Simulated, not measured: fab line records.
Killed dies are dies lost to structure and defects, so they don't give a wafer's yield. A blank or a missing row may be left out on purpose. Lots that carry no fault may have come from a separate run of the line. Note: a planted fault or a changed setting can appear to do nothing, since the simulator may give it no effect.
Split-lot experiment -- flow n5-finfet -- 21 wafers read from 7 lots, route of 1938 steps

## ON THE SPLIT
At N5_PASSIVATION_PECVD_35 (deposits SiNx from SiH4/NH3/N2, target thk 700 nm, time 151.3 s), the setting time-s was moved away from the recipe's 151.3 s on 8 of the 21 wafers read, by -14.6% to +10.1%. This setting was run at the recipe's value on the other wafers.

The split's own step is where the reading is taken.

## THE READING
SiNx_of_PASSIVATION_PECVD_35.thk-nm (the simulator's own value, which no gauge read), in nm, at N5_PASSIVATION_PECVD_35 (deposits SiNx from SiH4/NH3/N2, target thk 700 nm, time 151.3 s). No usual value for it is given in the file. The 13 wafers here that ran the recipe average 697.0 nm, standard deviation 7.6 nm.

wafer,"tool, chamber at the split","time-s as run, s",against the recipe,"SiNx_of_PASSIVATION_PECVD_35.thk-nm, nm",against lot-mates on the recipe
L074.1,"pecvd-01, 2",138,-8.8%,627.2,-71.3
L074.4,"pecvd-01, 2",151.3,recipe,698,-
L074.6,"pecvd-01, 2",151.3,recipe,699,-
L078.1,"pecvd-01, 2",164.5,+8.7%,750.2,+57.5
L078.2,"pecvd-01, 0",151.3,recipe,691.4,-
L078.5,"pecvd-01, 1",151.3,recipe,694,-
L081.1,"pecvd-03, 1",141.9,-6.2%,658.4,-51.4
L081.4,"pecvd-03, 0",141.9,-6.2%,654.8,-55.0
L081.6,"pecvd-03, 1",151.3,recipe,709.8,-
L084.2,"pecvd-03, 0",151.3,recipe,688.4,-
L084.3,"pecvd-03, 1",151.3,recipe,685.2,-
L084.6,"pecvd-03, 2",151.3,recipe,703.8,-
L083.1,"pecvd-01, 1",166.6,+10.1%,744.8,+59.0
L083.2,"pecvd-01, 0",151.3,recipe,685.8,-
L083.4,"pecvd-01, 1",166.6,+10.1%,764.6,+78.8
L093.3,"pecvd-04, 0",151.3,recipe,706.2,-
L093.4,"pecvd-04, 2",151.3,recipe,703.4,-
L093.6,"pecvd-04, 0",151.3,recipe,702.2,-
L094.1,"pecvd-04, 2",151.3,recipe,694.2,-
L094.5,"pecvd-04, 2",129.2,-14.6%,610,-84.2
L094.6,"pecvd-04, 0",129.2,-14.6%,604.2,-90.0

THE FIT
A straight line over all 21 wafers: SiNx_of_PASSIVATION_PECVD_35.thk-nm changes by +6.2 nm for each +1% of time-s; r = +0.98; the points scatter about the line by 8 nm.
The same after taking each lot's own level away (the mean of its wafers on the recipe; 21 wafers): +6.63 nm for each +1%; r = +0.99; scatter 7.5 nm.
According to that fit, moving time-s by its largest amount changes the reading by 97 nm.
The span of the lots' own levels, 685.80 to 709.80 nm, comes to 3.2 times the standard deviation stated above.
The two slopes are in agreement: the lot-to-lot level therefore moves the slope only a little.
Check: with one of the wafers moved furthest among these (-14.6%) left out of the fit, the line predicts -102 nm for it against its lot-mates. It came out at -84.2 nm against them.

## THE OTHER SPLITS THESE WAFERS WENT THROUGH
Before the reading, these wafers also passed through other splits. Each is held against what the fit with the lots' levels taken away leaves over:
other split on the same wafers,wafers away from the commonest value,r with SiNx_of_PASSIVATION_PECVD_35.thk-nm (lot level and that fit taken away)
N5_BEOL_M15_PEB_26 peb-temp-c,3,+0.22
N5_BEOL_M15_ETCH_61 time-s,6,+0.45
N5_MIM_TOP_LITHO_EXPOSE_05 dose-mj,8,-0.13
N5_MIM_TOP_LITHO_DEVELOP_07 develop-time-s,9,+0.36

## FILE'S OWN FIT
SiNx_of_PASSIVATION_PECVD_35.thk-nm changes by +6.75 nm for each +1% of time-s, r = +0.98.
